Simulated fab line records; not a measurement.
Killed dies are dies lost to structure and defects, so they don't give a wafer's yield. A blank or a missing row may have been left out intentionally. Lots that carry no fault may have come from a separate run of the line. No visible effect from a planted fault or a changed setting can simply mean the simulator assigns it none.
Commonality check across tools	flow n5Finfet	26 wafers sampled across 9 lots

== REASON IT WAS OPENED ==
At N5_BEOL_M4_RC_MEAS_101 the reading RC_DENSE_P is flagged on 1 of 9 lots. Wafers without a fault read 23.9 ohm.um, standard deviation 0.64.
Rule: a lot is flagged when every wafer of it that has a number lies more than 4 standard deviations from that mean, or none has a number. As for the other lots, they are considered sound.

lot	measured	on	RC_DENSE_P (ohm.um), wafer by wafer	flag
L900	day 7 17:38	prober-01	23.7 24.4 23.4	
L901	day 8 04:54	prober-01	23.8 23.8 24.3	
L902	day 9 00:26	prober-01	23.3 23.6 23.4	
L908	day 10 06:51	prober-02	34.0 31.3	FLAGGED
L914	day 11 14:25	prober-01	23.0 23.0 23.0	
L919	day 13 00:23	prober-01	22.9 23.0 24.0	
L920	day 13 21:21	prober-02	23.5 23.8 23.5	
L922	day 13 21:41	prober-01	23.1 23.5 24.1	
L923	day 14 04:16	prober-02	23.2 23.1 23.6	
The numbers of the flagged lots are 32.6 ohm.um on average: +8.8 ohm.um against the usual, or +14 standard deviations.

== WHICH TOOL EACH LOT WENT THROUGH ==
Before the reading, the record contains 3 process steps out of a 1938-step route. In each cell: the tool, then ch and the chambers that the sampled wafers went through, then the start.
lot	flag	N5_GATE_CUT_CMP_23	N5_MOL_CONTACT_COAG_CONTACT_ETCH_14	N5_MOL_CONTACT_COAG_ETCH_110
L900		cmp-03 ch 0,3, day 4 18:50	rieDiel-05 ch 1,2, day 4 20:50	rieDiel-05 ch 1,2, day 4 20:55
L901		cmp-04 ch 0,2,3, day 5 03:25	rieDiel-01 ch 2,3, day 5 04:59	rieDiel-01 ch 2,3, day 5 05:04
L902		cmp-04 ch 0,1,2, day 5 17:16	rieDiel-01 ch 0,2,3, day 5 18:53	rieDiel-01 ch 0,2,3, day 5 18:59
L908	FLAGGED	cmp-04 ch 2, day 6 18:27	rieDiel-01 ch 0,3, day 6 20:04	rieDiel-01 ch 0,3, day 6 20:09
L914		cmp-01 ch 0,1, day 8 01:31	rieDiel-06 ch 0,1,2, day 8 03:09	rieDiel-06 ch 0,1,2, day 8 03:14
L919		cmp-04 ch 1,2,3, day 9 12:21	rieDiel-06 ch 0,2,3, day 9 14:16	rieDiel-06 ch 0,2,3, day 9 14:22
L920		cmp-03 ch 1,2,3, day 9 22:58	rieDiel-05 ch 0,1, day 10 01:15	rieDiel-05 ch 0,1, day 10 01:21
L922		cmp-03 ch 0,2, day 10 04:29	rieDiel-01 ch 0,1,2, day 10 06:05	rieDiel-01 ch 0,1,2, day 10 06:11
L923		cmp-01 ch 0,1,2, day 10 09:19	rieDiel-06 ch 0,2, day 10 10:56	rieDiel-06 ch 0,2, day 10 11:01
What the steps here do:
- N5_GATE_CUT_CMP_23: polishes, stops on SiO2, t overpolish 23.4 s, target thk 16 nm.
- N5_MOL_CONTACT_COAG_CONTACT_ETCH_14: etches SiO2 in C4F6/O2, target depth 27.5 nm, overetch 8.5 nm, time 20 s.
- N5_MOL_CONTACT_COAG_ETCH_110: etches Si in CF4/O2, target depth 2.5 nm, time 8 s.
- N5_BEOL_M4_RC_MEAS_101

== FLAGGED OVER TOTAL, TOOL BY TOOL (the gauges that took the reading come last) ==
step	tool	lots run	flagged	share of the flagged lots	sound lots run after its first flagged lot
N5_GATE_CUT_CMP_23	cmp-01	2	0	none	-
N5_GATE_CUT_CMP_23	cmp-03	3	0	none	-
N5_GATE_CUT_CMP_23	cmp-04	4	1	all	1 (L919)
N5_MOL_CONTACT_COAG_CONTACT_ETCH_14	rieDiel-01	4	1	all	1 (L922)
N5_MOL_CONTACT_COAG_CONTACT_ETCH_14	rieDiel-05	2	0	none	-
N5_MOL_CONTACT_COAG_CONTACT_ETCH_14	rieDiel-06	3	0	none	-
N5_MOL_CONTACT_COAG_ETCH_110	rieDiel-01	4	1	all	1 (L922)
N5_MOL_CONTACT_COAG_ETCH_110	rieDiel-05	2	0	none	-
N5_MOL_CONTACT_COAG_ETCH_110	rieDiel-06	3	0	none	-
N5_BEOL_M4_RC_MEAS_101	prober-01	6	0	none	-
N5_BEOL_M4_RC_MEAS_101	prober-02	3	1	all	2 (L920,L923)

== WHAT THE TABLE ALLOWS ==
4 rows of the table ran every flagged lot: cmp-04 at N5_GATE_CUT_CMP_23, rieDiel-01 at N5_MOL_CONTACT_COAG_CONTACT_ETCH_14, rieDiel-01 at N5_MOL_CONTACT_COAG_ETCH_110, prober-02 at N5_BEOL_M4_RC_MEAS_101.
- cmp-04 at N5_GATE_CUT_CMP_23: 1 of its 4 lots flagged. Sound lots followed the first flagged one (L919) on it, something a lasting fault affecting the whole tool could not allow.
- rieDiel-01 at N5_MOL_CONTACT_COAG_CONTACT_ETCH_14: 1 of its 4 lots flagged. Sound lots followed the first flagged one (L922) on it, something a lasting fault affecting the whole tool could not allow. Its own readings lie more than 4 standard deviations out on every wafer of the flagged lots: runLengthS.
- rieDiel-01 at N5_MOL_CONTACT_COAG_ETCH_110: 1 of its 4 lots flagged. Sound lots followed the first flagged one (L922) on it, something a lasting fault affecting the whole tool could not allow.
- prober-02 at N5_BEOL_M4_RC_MEAS_101: 1 of its 3 lots flagged. Sound lots followed the first flagged one (L920, L923) on it, something a lasting fault affecting the whole tool could not allow.
None of the table's rows ran every flagged lot and, after the first, no sound lot.

== WHAT HAD BEEN PUT IN BY THE SIMULATOR ==
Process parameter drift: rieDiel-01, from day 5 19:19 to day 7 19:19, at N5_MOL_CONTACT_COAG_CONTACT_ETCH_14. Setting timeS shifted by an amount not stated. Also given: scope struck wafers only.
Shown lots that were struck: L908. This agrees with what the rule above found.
